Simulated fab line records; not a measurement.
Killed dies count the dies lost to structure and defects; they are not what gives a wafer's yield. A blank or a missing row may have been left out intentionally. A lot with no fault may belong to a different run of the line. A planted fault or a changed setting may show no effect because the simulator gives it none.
A single fault, viewed from 3 desks	flow n5_finfet	every desk sees just its own numbers, and what lay behind them comes last

## AT THE METROLOGY DESK
What the gauges read, lot by lot, whatever tool the lot ran on: means of the sampled wafers that have a number. A lot is out of limits, marked OUT, if its mean lies more than 4 standard deviations from the usual mean; the brackets give that distance.
Columns: A = cd_nm at N5_MIM_BOT_LITHO_CD_MEAS_08, usual 3000.3 nm; B = cd_nm at N5_PASSIVATION_CD_MEAS_30, usual 3999.9 nm
lot	first seen here	A	B
L974	day 11 12:19	3001.2	4000.1
L976	day 11 12:38	3000.2	4000.7
L975	day 12 04:16	2999.2	4000.8
L978	day 12 20:34	2998.5	4000.3
L981	day 13 04:43	3000.0	4000.2
L983	day 13 23:22	3001.6	4000.9
L984	day 14 07:32	3003.5	4000.7
L985	day 15 07:06	3000.9	3999.1
L992	day 17 00:25	3001.8	4000.5
L997	day 18 03:47	2996.1	3996.8
L996	day 18 03:51	3000.0	4000.7
This desk's verdict: no lot among the 11 shows anything out of limits.

## AT THE TOOL OWNER'S DESK: rie_diel-01
The tool's own readings at N5_PASSIVATION_ETCH_15 (etches SiCN in CF4/N2, target depth 75 nm, time 81.2 s): means of the sampled wafers that have a number, for each lot that ran on this tool. A lot is out of limits, marked OUT, if its mean lies more than 4 standard deviations from the usual mean; the brackets give that distance.
Columns: A = cf4_flow_sccm at N5_PASSIVATION_ETCH_15, usual 59.98 sccm; B = drypump_motor_current_A at N5_PASSIVATION_ETCH_15, usual 5.9 A; C = oes_product_au at N5_PASSIVATION_ETCH_15, usual 0.77 a.u.; D = rf_vpp_V at N5_PASSIVATION_ETCH_15, usual 381.8 V; E = showerhead_plenum_p_Torr at N5_PASSIVATION_ETCH_15, usual 2.19 Torr; F = throttle_valve_pct at N5_PASSIVATION_ETCH_15, usual 15.54 %
lot	first seen here	A	B	C	D	E	F
L976	day 11 16:43	60.01	5.5	0.77	382.6	2.24	15.61
L984	day 14 10:50	60.06	5.5	0.87	382.2	2.21	15.57
L992	day 17 02:38	59.73	5.5	1.00	379.9	2.18	15.39
This desk's verdict: no lot among the 3 shows anything out of limits.

## THE DEFECT DESK
For each lot, the counts of the inspections along the route, averaged over the sampled wafers that have a number. A lot is out of limits, marked OUT, if its mean lies more than 4 standard deviations from the usual mean; the brackets give that distance.
Columns: A = raw_defect_count at N5_MIM_BOT_LITHO_INSPECT_12, usual 2.0
lot	first seen here	A
L974	day 11 12:22	1.0
L976	day 11 12:41	2.0
L975	day 12 04:19	2.7
L978	day 12 20:37	0.7
L981	day 13 04:46	1.3
L983	day 13 23:25	1.7
L984	day 14 07:36	2.3
L985	day 15 07:09	2.3
L992	day 17 00:28	2.5
L997	day 18 03:50	1.0
L996	day 18 03:55	2.3
This desk's verdict: no lot among the 11 shows anything out of limits.

## TAKEN TOGETHER
From the metrology desk's view, nothing was out of limits.
The tool owner's desk saw nothing out of limits.
No out-of-limits result turned up at the defect desk.

## WHAT THE SIMULATOR PUT IN
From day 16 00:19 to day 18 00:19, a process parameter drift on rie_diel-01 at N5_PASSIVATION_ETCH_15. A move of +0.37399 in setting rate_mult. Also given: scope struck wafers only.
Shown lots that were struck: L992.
